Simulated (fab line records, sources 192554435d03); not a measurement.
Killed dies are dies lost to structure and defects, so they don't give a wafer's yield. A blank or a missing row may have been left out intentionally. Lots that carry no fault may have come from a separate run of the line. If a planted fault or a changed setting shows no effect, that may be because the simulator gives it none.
Which of the tools did it? ; flow n5-finfet ; 72 wafers from 24 lots sampled at 5 of the route's 1938 steps

== WHAT EACH GAUGE READ, for each wafer ==
N5_BEOL_M10_THK_MEAS_53: measures by xrf.
lot;measured;on;M10_THK (nm)
L074;day 9 22:42;film-metro-02;138 138 138
L076;day 10 06:26;film-metro-01;145 139 143
L075;day 10 08:24;film-metro-01;141 142 145
L077;day 10 14:40;film-metro-01;139 141 140
L078;day 11 03:08;film-metro-02;142 141 141
L080;day 11 14:36;film-metro-02;142 141 136
L079;day 11 15:08;film-metro-02;138 146 138
L081;day 12 03:08;film-metro-02;134 140 140
L082;day 12 11:27;film-metro-02;143 140 145
L083;day 12 11:43;film-metro-02;146 146 138
L084;day 12 12:50;film-metro-02;140 143 143
L085;day 13 09:38;film-metro-01;145 144 145
L087;day 13 13:29;film-metro-02;143 144 144
L086;day 13 16:41;film-metro-02;139 144 144
L089;day 13 17:08;film-metro-01;142 146 145
L088;day 14 17:14;film-metro-01;139 139 142
L090;day 14 19:15;film-metro-02;148 148 147
L092;day 14 23:43;film-metro-02;145 147 145
L091;day 15 00:06;film-metro-02;146 142 138
L093;day 15 19:22;film-metro-01;140 144 143
L094;day 15 23:26;film-metro-01;145 146 145
L097;day 16 01:00;film-metro-02;144 145 147
L096;day 16 05:13;film-metro-02;146 145 145
L095;day 16 05:32;film-metro-02;141 145 149

N5_BEOL_M10_INSPECT_58: inspects for defects (darkfield).
lot;measured;on;raw-defect-count
L074;day 9 22:52;defect-inspect-02;44 76 82
L076;day 10 06:36;defect-inspect-02;66 102 63
L075;day 10 08:35;defect-inspect-02;31 45 52
L077;day 10 14:52;defect-inspect-01;95 99 70
L078;day 11 03:17;defect-inspect-02;61 61 64
L080;day 11 14:46;defect-inspect-02;100 106 109
L079;day 11 15:18;defect-inspect-02;51 73 71
L081;day 12 03:19;defect-inspect-02;47 69 64
L082;day 12 11:37;defect-inspect-02;57 54 42
L083;day 12 11:52;defect-inspect-02;76 61 58
L084;day 12 13:02;defect-inspect-02;56 74 77
L085;day 13 09:47;defect-inspect-01;67 68 70
L087;day 13 13:39;defect-inspect-02;99 48 56
L086;day 13 16:51;defect-inspect-01;59 121 71
L089;day 13 17:18;defect-inspect-02;77 84 59
L088;day 14 17:23;defect-inspect-01;36 51 71
L090;day 14 19:25;defect-inspect-02;67 61 52
L092;day 14 23:55;defect-inspect-02;58 59 47
L091;day 15 00:16;defect-inspect-02;65 67 44
L093;day 15 19:32;defect-inspect-02;85 68 72
L094;day 15 23:35;defect-inspect-01;80 77 65
L097;day 16 01:10;defect-inspect-02;25 51 39
L096;day 16 05:23;defect-inspect-01;50 97 85
L095;day 16 05:42;defect-inspect-01;61 78 95

N5_BEOL_M11_CD_MEAS_11: target cd 64.1 nm.
lot;measured;on;cd-nm (nm)
L074;day 10 01:38;cd-sem-03;64.3 65.0 65.5
L076;day 10 08:08;cd-sem-03;64.5 64.2 64.4
L075;day 10 13:05;cd-sem-01;64.5 64.6 65.0
L077;day 10 16:26;cd-sem-01;63.1 62.9 63.5
L078;day 11 07:03;cd-sem-03;64.8 64.3 64.3
L080;day 11 21:01;cd-sem-01;64.4 64.7 64.9
L079;day 11 21:10;cd-sem-01;63.3 64.0 63.2
L081;day 12 05:55;cd-sem-02;64.6 64.4 65.3
L082;day 12 14:45;cd-sem-01;64.6 64.6 64.0
L083;day 12 14:32;cd-sem-03;63.8 63.6 64.4
L084;day 12 14:59;cd-sem-02;64.5 64.3 64.6
L085;day 13 11:29;cd-sem-03;64.4 64.7 64.2
L087;day 13 15:24;cd-sem-01;64.7 64.8 64.7
L086;day 13 19:23;cd-sem-02;64.9 65.1 65.1
L089;day 13 19:43;cd-sem-02;63.9 63.8 63.7
L088;day 14 18:49;cd-sem-01;64.3 65.0 64.3
L090;day 14 21:42;cd-sem-02;64.3 63.9 64.7
L092;day 15 01:31;cd-sem-03;63.7 64.9 64.4
L091;day 15 01:44;cd-sem-03;65.3 63.8 64.5
L093;day 15 21:27;cd-sem-01;64.6 64.4 63.8
L094;day 16 02:43;cd-sem-01;63.7 63.7 63.6
L097;day 16 03:20;cd-sem-02;64.8 64.7 65.0
L096;day 16 08:40;cd-sem-02;64.7 64.7 64.6
L095;day 16 09:04;cd-sem-02;63.5 63.5 63.2

== WHAT TOOL EACH LOT RAN ON (gives the tool, then ch and the chambers of the sampled wafers, and finally the start) ==
lot;N5_BEOL_M10_DEP_56;N5_BEOL_M11_ILD_DEP_00
L074;pecvd-02 ch 0,1,2, day 9 22:46;pecvd-04 ch 0,1, day 9 22:54
L076;pecvd-02 ch 0,1, day 10 06:30;pecvd-04 ch 0,1,2, day 10 06:38
L075;pecvd-03 ch 0,1, day 10 08:29;pecvd-02 ch 0,1,2, day 10 08:38
L077;pecvd-03 ch 0, day 10 14:44;pecvd-02 ch 0,2, day 10 14:54
L078;pecvd-01 ch 0,2, day 11 03:11;pecvd-02 ch 0,2, day 11 03:19
L080;pecvd-02 ch 0,1,2, day 11 14:41;pecvd-04 ch 0,1,2, day 11 14:49
L079;pecvd-02 ch 0,1,2, day 11 15:12;pecvd-04 ch 1,2, day 11 15:20
L081;pecvd-03 ch 0,1,2, day 12 03:12;pecvd-02 ch 0,1,2, day 12 03:20
L082;pecvd-02 ch 0,1, day 12 11:31;pecvd-02 ch 0,1, day 12 11:39
L083;pecvd-01 ch 0,1, day 12 11:46;pecvd-01 ch 0,1,2, day 12 11:55
L084;pecvd-03 ch 0,1, day 12 12:55;pecvd-04 ch 0,1,2, day 12 13:04
L085;pecvd-02 ch 0,1, day 13 09:42;pecvd-02 ch 0,2, day 13 09:50
L087;pecvd-01 ch 0,2, day 13 13:33;pecvd-02 ch 0,1, day 13 13:41
L086;pecvd-02 ch 0,1,2, day 13 16:45;pecvd-04 ch 1,2, day 13 16:53
L089;pecvd-02 ch 0,2, day 13 17:12;pecvd-02 ch 0,1, day 13 17:20
L088;pecvd-03 ch 0,1, day 14 17:17;pecvd-04 ch 0,2, day 14 17:26
L090;pecvd-02 ch 0,1, day 14 19:19;pecvd-02 ch 0,2, day 14 19:26
L092;pecvd-01 ch 1,2, day 14 23:47;pecvd-04 ch 1,2, day 14 23:57
L091;pecvd-03 ch 0,1,2, day 15 00:10;pecvd-01 ch 1,2, day 15 00:19
L093;pecvd-02 ch 0,2, day 15 19:26;pecvd-04 ch 0,1, day 15 19:34
L094;pecvd-02 ch 0,1, day 15 23:29;pecvd-01 ch 0,1, day 15 23:38
L097;pecvd-01 ch 0,1,2, day 16 01:04;pecvd-02 ch 0,1,2, day 16 01:12
L096;pecvd-01 ch 1,2, day 16 05:17;pecvd-02 ch 0,1,2, day 16 05:25
L095;pecvd-02 ch 0,1, day 16 05:36;pecvd-02 ch 0,1,2, day 16 05:44
- N5_BEOL_M10_DEP_56: deposits SiCN from 3MS/NH3, target thk 15 nm, time 26.5 s.
- N5_BEOL_M11_ILD_DEP_00: deposits SiCOH lowk from DEMS/porogen, target thk 308.51 nm, time 58 s.

== WHAT THE TOOLS THEMSELVES READ (means of the sampled wafers that have a number; where no wafer has one, the mark that the record gives instead) ==
N5_BEOL_M10_DEP_56.
lot;tool;showerhead-plenum-p-Torr (Torr);throttle-valve-pct (%)
L074;pecvd-02;3.674;8.8
L076;pecvd-02;3.675;9.1
L075;pecvd-03;3.661;9.2
L077;pecvd-03;3.685;8.8
L078;pecvd-01;3.668;9.1
L080;pecvd-02;3.670;8.8
L079;pecvd-02;3.672;8.8
L081;pecvd-03;3.668;8.6
L082;pecvd-02;3.679;9.1
L083;pecvd-01;3.660;9.2
L084;pecvd-03;3.665;9.3
L085;pecvd-02;3.676;9.0
L087;pecvd-01;3.666;9.1
L086;pecvd-02;3.675;8.8
L089;pecvd-02;3.670;8.4
L088;pecvd-03;3.660;9.4
L090;pecvd-02;3.677;9.3
L092;pecvd-01;3.662;9.1
L091;pecvd-03;3.664;8.8
L093;pecvd-02;3.673;8.3
L094;pecvd-02;3.672;9.2
L097;pecvd-01;3.660;9.2
L096;pecvd-01;3.663;9.2
L095;pecvd-02;3.681;9.0

N5_BEOL_M11_ILD_DEP_00.
lot;tool;heater-power-w (W);showerhead-plenum-p-Torr (Torr);throttle-valve-pct (%)
L074;pecvd-04;238;5.743;13.3
L076;pecvd-04;254;5.737;13.3
L075;pecvd-02;293;5.747;13.6
L077;pecvd-02;300;5.750;13.4
L078;pecvd-02;356;5.748;12.8
L080;pecvd-04;235;5.737;13.4
L079;pecvd-04;285;5.704;13.5
L081;pecvd-02;319;5.749;13.4
L082;pecvd-02;253;5.760;14.1
L083;pecvd-01;297;5.740;14.0
L084;pecvd-04;269;5.732;13.2
L085;pecvd-02;292;5.754;13.3
L087;pecvd-02;248;5.756;14.0
L086;pecvd-04;272;5.704;13.3
L089;pecvd-02;262;5.758;14.0
L088;pecvd-04;211;5.715;13.3
L090;pecvd-02;303;5.755;13.4
L092;pecvd-04;322;5.724;13.5
L091;pecvd-01;349;5.742;14.3
L093;pecvd-04;226;5.757;13.5
L094;pecvd-01;391;5.736;14.2
L097;pecvd-02;311;5.739;13.5
L096;pecvd-02;292;5.749;13.5
L095;pecvd-02;302;5.742;13.6

== THE ANSWER, worked out from the rows above alone ==
Rule: the lots themselves supply what counts as usual. Put in order of their means at a reading, lots are off if they are a third of the lots or fewer, leave a main group of 4 or more, and stand apart from it by a gap of 3 or more times the standard deviation of the main group's means; of several such gaps the widest counts. Not used: any main group whose means are identical at the precision the tables above print for the reading. A lot without any number at a reading at which 4 lots or more have one is off too. The other lots that the step has rows for count as sound. The gauges are gone through in route order, then the tools' own readings, and for those a lot's mean is taken as printed above. The first step at which some lot is off is used, and at that step the reading that is off furthest; a lot without a number counts as furthest.
Nothing can be told from this: no lot is off at any reading shown.

== WHAT HAD BEEN PUT IN BY THE SIMULATOR ==
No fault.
